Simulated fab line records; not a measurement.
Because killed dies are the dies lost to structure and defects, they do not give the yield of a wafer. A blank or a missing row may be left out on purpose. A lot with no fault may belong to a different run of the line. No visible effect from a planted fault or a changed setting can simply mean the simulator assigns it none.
Matching of chambers -- flow n5_finfet -- N5_FIN_SAQP_PECVD_06 on pecvd-02 has 3 sister chambers
The step deposits a-Si from SiH4/He, target thk 60 nm, time 48.1 s. 18 wafers are shown with their chamber, then 9 later ones without.

== WAFERS, EACH WITH ITS CHAMBER ==
wafer,chamber,throttle_valve_pct (%),heater_power_w (W),showerhead_plenum_p_Torr (Torr)
L075.3,2,18.9,749,5.60
L075.4,1,19.5,928,5.59
L075.5,0,19.0,665,5.63
L076.2,0,18.5,738,5.62
L076.4,0,18.7,726,5.62
L076.6,1,19.5,891,5.60
L079.1,1,19.4,754,5.60
L079.4,0,18.8,687,5.63
L079.6,2,18.9,707,5.61
L080.1,2,18.8,772,5.58
L080.3,1,19.4,853,5.59
L080.6,0,18.4,744,5.61
L081.1,0,18.9,739,5.62
L081.4,1,19.5,899,5.58
L081.6,2,18.9,760,5.60
L084.3,2,18.4,738,5.59
L084.5,2,18.8,737,5.58
L084.6,2,18.4,728,5.61

SIGNATURES, as means of the wafers listed above
reading,chamber 0,chamber 1,chamber 2,scatter within a chamber
throttle_valve_pct,18.717,19.460,18.729,0.199
heater_power_w,716.50,865.00,741.57,41.9
showerhead_plenum_p_Torr,5.6217,5.5920,5.5957,0.0101
Rule: for each reading, subtract the chamber's mean from the wafer's reading, divide by that reading's scatter and square the result; add these up over the readings and take the root, which gives the wafer's distance from the chamber. If the next closest chamber is less than 2 further off than the closest, the wafer can't be placed; otherwise it belongs to the closest. The scatter: the root of (the sum of the squares of (reading less its chamber's mean) over the shown wafers, divided by (wafers less chambers)).

== WAFERS MISSING THEIR CHAMBER ==
wafer,throttle_valve_pct (%),heater_power_w (W),showerhead_plenum_p_Torr (Torr)
L086.1,18.7,769,5.61
L086.2,18.9,696,5.62
L086.4,18.8,691,5.63
L090.1,18.6,646,5.62
L090.3,18.7,792,5.60
L090.6,18.7,657,5.61
L094.2,18.9,723,5.62
L094.3,19.7,864,5.60
L094.4,18.7,784,5.61

== EACH ONE'S CHAMBER ==
wafer,from the rows above,in truth
L086.1,can't be placed: 2 or 0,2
L086.2,can't be placed: 0 or 2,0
L086.4,0,0
L090.1,can't be placed: 0 or 2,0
L090.3,can't be placed: 2 or 0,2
L090.6,can't be placed: 0 or 2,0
L094.2,can't be placed: 0 or 2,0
L094.3,1,1
L094.4,can't be placed: 2 or 0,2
Correctly placed: 2 of 9. Not placeable from these rows: 7 (in 7, the candidates include the true chamber). Number placed wrongly: 0.
